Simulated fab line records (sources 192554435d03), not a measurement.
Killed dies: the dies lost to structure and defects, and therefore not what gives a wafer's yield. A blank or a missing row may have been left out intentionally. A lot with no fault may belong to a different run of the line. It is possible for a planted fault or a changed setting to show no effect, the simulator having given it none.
Chamber matching    flow n5-finfet    N5_MIM_BOT_LITHO_DESCUM_10 on rie-diel-02: 4 sister chambers
The step chemistry O2, time 7.9 s. 4 wafers are shown with their chamber, then 7 later ones without.

WAFERS, EACH WITH ITS CHAMBER
wafer   chamber  throttle-valve-pct (%)
L080.3  3        20.60
L088.2  0        20.41
L090.4  1        20.05
L090.5  2        20.03

WAFERS WHOSE CHAMBER IS MISSING
wafer   throttle-valve-pct (%)
L090.6  20.35
L092.1  20.34
L092.2  20.06
L092.5  20.37
L095.4  20.04
L095.5  20.06
L095.6  20.04

EACH ONE'S CHAMBER
wafer    from the rows above       in truth
L090.6   0                         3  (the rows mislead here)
L092.1   0                         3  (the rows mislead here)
L092.2   can't be placed: 1 or 2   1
L092.5   0                         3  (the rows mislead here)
L095.4   can't be placed: 2 or 1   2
L095.5   can't be placed: 1 or 2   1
L095.6   can't be placed: 2 or 1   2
Correct placement for 0 of the 7. Can't be placed from these rows: 4 (the true chamber is among the candidates in 4). Number placed wrongly: 3.
How it was worked out, from the rows above alone: a wafer's distance from a chamber is the root of the sum, over the readings, of the square of ((its reading less the chamber's mean) divided by the reading's scatter). If the next closest chamber is less than 2 further off than the closest, the wafer can't be placed; otherwise it belongs to the closest. For every chamber, the mean is computed from those of its wafers that are shown. The scatter (one wafer shown for each chamber): square how far every hidden wafer sits from the nearest shown wafer, average those squares and take the square root.
